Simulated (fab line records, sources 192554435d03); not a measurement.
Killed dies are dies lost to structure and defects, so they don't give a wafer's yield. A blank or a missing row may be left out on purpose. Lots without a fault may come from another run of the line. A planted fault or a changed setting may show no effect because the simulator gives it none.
Split-lot experiment | flow n5_finfet | 7 lots, 21 wafers read, on a route of 1938 steps

THE SPLIT
At N5_BEOL_M8_ETCH_66 (etches SOC in N2/H2, target depth 80 nm, overetch 16 nm, time 120 s), the setting bias_w was moved away from the recipe's 150 W on 9 of the 21 wafers read, by -16.0% to +16.0%. The other wafers ran this setting at the recipe's value.

The reading is taken at the split's own step.

THE READING
rf_vpp_V, in V, at N5_BEOL_M8_ETCH_66 (etches SOC in N2/H2, target depth 80 nm, overetch 16 nm, time 120 s). Fault-free wafers of this fab line usually give 524.8 V, standard deviation 2 V.

wafer  | tool, chamber at the split | bias_w as run, W | against the recipe | rf_vpp_V, V | against lot-mates on the recipe
L075.1 | rie_diel-01, 3             | 150              | recipe             | 523.3       | -
L075.4 | rie_diel-01, 2             | 126              | -16.0%             | 468.6       | -54.7
L075.5 | rie_diel-01, 3             | 126              | -16.0%             | 467.6       | -55.7
L083.2 | rie_diel-02, 0             | 150              | recipe             | 529.7       | -
L083.4 | rie_diel-02, 0             | 134.1            | -10.6%             | 489.6       | -40.1
L083.6 | rie_diel-02, 3             | 134.1            | -10.6%             | 488.6       | -41.1
L082.1 | rie_diel-01, 0             | 150              | recipe             | 526.9       | -
L082.4 | rie_diel-01, 0             | 174              | +16.0%             | 576.6       | +51.2
L082.5 | rie_diel-01, 1             | 150              | recipe             | 523.9       | -
L090.1 | rie_diel-02, 2             | 167.6            | +11.7%             | 563.9       | +40.8
L090.3 | rie_diel-02, 3             | 150              | recipe             | 523.1       | -
L090.6 | rie_diel-02, 2             | 167.6            | +11.7%             | 565.4       | +42.3
L096.2 | rie_diel-06, 0             | 150              | recipe             | 528.4       | -
L096.4 | rie_diel-06, 2             | 150              | recipe             | 527.2       | -
L096.6 | rie_diel-06, 3             | 150              | recipe             | 522.2       | -
L094.1 | rie_diel-01, 3             | 150              | recipe             | 524.4       | -
L094.2 | rie_diel-01, 1             | 150              | recipe             | 524.7       | -
L094.6 | rie_diel-01, 3             | 150              | recipe             | 520.7       | -
L092.1 | rie_diel-06, 2             | 133.9            | -10.7%             | 489.3       | -32.1
L092.2 | rie_diel-06, 3             | 150              | recipe             | 521.4       | -
L092.4 | rie_diel-06, 2             | 133.9            | -10.7%             | 489.8       | -31.6

THE FIT
A straight line over all 21 wafers: rf_vpp_V changes by +3.39 V for each +1% of bias_w; r = +1.00; the points scatter about the line by 2.4 V.
The same after taking each lot's own level away (the mean of its wafers on the recipe; 21 wafers): +3.41 V for each +1%; r = +1.00; scatter 2.7 V.
On that fit, the largest move of bias_w shifts the reading by 54 V.
The lots' own levels span 521.40 to 529.70 V, that is 4.2 times the standard deviation above.
So the lot-to-lot level changes the slope little: the two slopes agree.
Check: with one of the wafers moved furthest among these (-16.0%) left out of the fit, the line predicts -54.5 V for it against its lot-mates. It came out at -54.7 V against them.
Tool readings at the split's step, against how far the setting was moved: rf_vpp_V r = +1.00.

THE WHOLE CHAIN: every reading that the file lists as answering this split, in the file's order
step               | what it does                                                        | reading                                                                          | change (the file's fit)               | r (the file's)
N5_BEOL_M8_ETCH_66 | etches SOC in N2/H2, target depth 80 nm, overetch 16 nm, time 120 s | rf_vpp_V                                                                         | +3.38 V for each +1% of the setting   | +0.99
N5_BEOL_M8_ETCH_66 | etches SOC in N2/H2, target depth 80 nm, overetch 16 nm, time 120 s | SiARC_of_BEOL_M8_COAT_64.thk_nm (the simulator's own value, which no gauge read) | -0.072 nm for each +1% of the setting | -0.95

THE FILE'S OWN FIT
rf_vpp_V changes by +3.38 V for each +1% of bias_w, r = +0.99.
